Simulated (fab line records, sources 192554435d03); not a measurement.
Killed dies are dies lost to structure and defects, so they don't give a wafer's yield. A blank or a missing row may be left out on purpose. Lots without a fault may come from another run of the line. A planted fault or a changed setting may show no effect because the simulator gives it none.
Split-lot experiment | flow n5_finfet | 7 lots, 39 wafers read, on a route of 1938 steps

THE SPLIT
At N5_BEOL_M9_CVD_78 (deposits Co from CCTBA/H2, target thk 2 nm, time 138.9 s), the setting target_thk_a was moved away from the recipe's 20 angstrom on 12 of the 39 wafers read, by -57.8% to +18.0%. The other wafers ran this setting at the recipe's value.

The reading is taken at the split's own step.

THE READING
Co_of_BEOL_M9_CVD_78.thk_nm (the simulator's own value, which no gauge read), in nm, at N5_BEOL_M9_CVD_78 (deposits Co from CCTBA/H2, target thk 2 nm, time 138.9 s). The file gives no usual value for it. The 27 wafers here that ran the recipe average 2.0 nm, standard deviation 0.1 nm.

wafer  | tool, chamber at the split | target_thk_a as run, angstrom | against the recipe | Co_of_BEOL_M9_CVD_78.thk_nm, nm | against lot-mates on the recipe
L074.2 | cvd_co-01, 0,1,0           | 20                            | recipe             | 1.8                             | -
L074.4 | cvd_co-01, 0,1,0           | 20                            | recipe             | 1.8                             | -
L074.6 | cvd_co-01, 0,1,0           | 20                            | recipe             | 1.8                             | -
L077.1 | cvd_co-01, 1,2             | 8.447                         | -57.8%             | 0.8                             | -1.2
L077.5 | cvd_co-01, 1,2             | 8.447                         | -57.8%             | 0.8                             | -1.2
L077.2 | cvd_co-01, 0,1,0           | 20                            | recipe             | 2                               | -
L077.4 | cvd_co-01, 0,1,0           | 20                            | recipe             | 2                               | -
L077.6 | cvd_co-01, 0,1,0           | 20                            | recipe             | 2                               | -
L077.3 | cvd_co-01, 2               | 8.447                         | -57.8%             | 1                               | -1.0
L078.1 | cvd_co-01, 0               | 9.29                          | -53.6%             | 1                               | -0.9
L078.2 | cvd_co-01, 1,2             | 20                            | recipe             | 1.8                             | -
L078.3 | cvd_co-01, 1,2             | 20                            | recipe             | 1.8                             | -
L078.4 | cvd_co-01, 0               | 20                            | recipe             | 2                               | -
L078.5 | cvd_co-01, 1,2             | 9.29                          | -53.6%             | 0.8                             | -1.1
L078.6 | cvd_co-01, 1,2             | 9.29                          | -53.6%             | 0.8                             | -1.1
L079.1 | cvd_co-02, 1,0             | 20                            | recipe             | 2                               | -
L079.5 | cvd_co-02, 1,0             | 20                            | recipe             | 2                               | -
L079.2 | cvd_co-02, 0,2             | 14.05                         | -29.8%             | 1.4                             | -0.5
L079.3 | cvd_co-02, 0,2             | 14.05                         | -29.8%             | 1.4                             | -0.5
L079.4 | cvd_co-02, 1               | 20                            | recipe             | 1.8                             | -
L079.6 | cvd_co-02, 2               | 14.05                         | -29.8%             | 1.6                             | -0.3
L081.1 | cvd_co-01, 1,2,0,0,2,1     | 20                            | recipe             | 2                               | -
L081.2 | cvd_co-01, 1,2,0,0,2,1     | 20                            | recipe             | 2                               | -
L081.3 | cvd_co-01, 1,2,0,0,2,1     | 20                            | recipe             | 2                               | -
L081.4 | cvd_co-01, 1,2,0,0,2,1     | 20                            | recipe             | 2                               | -
L081.5 | cvd_co-01, 1,2,0,0,2,1     | 20                            | recipe             | 2                               | -
L081.6 | cvd_co-01, 1,2,0,0,2,1     | 20                            | recipe             | 2                               | -
L084.1 | cvd_co-01, 2,1             | 23.61                         | +18.0%             | 2.4                             | +0.4
L084.6 | cvd_co-01, 2,1             | 23.61                         | +18.0%             | 2.4                             | +0.4
L084.2 | cvd_co-01, 0,2,0           | 20                            | recipe             | 2                               | -
L084.4 | cvd_co-01, 0,2,0           | 20                            | recipe             | 2                               | -
L084.5 | cvd_co-01, 0,2,0           | 20                            | recipe             | 2                               | -
L084.3 | cvd_co-01, 1               | 23.61                         | +18.0%             | 2.2                             | +0.2
L090.1 | cvd_co-01, 0,2,1,1         | 20                            | recipe             | 2                               | -
L090.2 | cvd_co-01, 0,2,1,1         | 20                            | recipe             | 2                               | -
L090.3 | cvd_co-01, 0,2,1,1         | 20                            | recipe             | 2                               | -
L090.6 | cvd_co-01, 0,2,1,1         | 20                            | recipe             | 2                               | -
L090.4 | cvd_co-01, 0,2             | 20                            | recipe             | 2.2                             | -
L090.5 | cvd_co-01, 0,2             | 20                            | recipe             | 2.2                             | -
Where a row lists several chambers, the file gives one row for several wafers and doesn't say which wafer went through which chamber.

THE FIT
A straight line over all 39 wafers: Co_of_BEOL_M9_CVD_78.thk_nm changes by +0.0195 nm for each +1% of target_thk_a; r = +0.97; the points scatter about the line by 0.11 nm.
The same after taking each lot's own level away (the mean of its wafers on the recipe; 39 wafers): +0.0188 nm for each +1%; r = +0.98; scatter 0.081 nm.
On that fit, the largest move of target_thk_a shifts the reading by 1.1 nm.
The lots' own levels span 1.80 to 2.07 nm, that is 2.5 times the standard deviation above.
So the lot-to-lot level changes the slope little: the two slopes agree.
Check: with one of the wafers moved furthest among these (-57.8%) left out of the fit, the line predicts -1.06 nm for it against its lot-mates. It came out at -1.2 nm against them.

OTHER SPLITS ON THESE WAFERS
These wafers also went through other splits before the reading. Each is held against what the fit with the lots' levels taken away leaves over:
other split on the same wafers     | wafers away from the commonest value | r with Co_of_BEOL_M9_CVD_78.thk_nm (lot level and that fit taken away)
N5_BEOL_M9_ILD_DEP_00 target_thk_a | 6                                    | -0.08

THE FILE'S OWN FIT
Co_of_BEOL_M9_CVD_78.thk_nm changes by +0.0187 nm for each +1% of target_thk_a, r = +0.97.
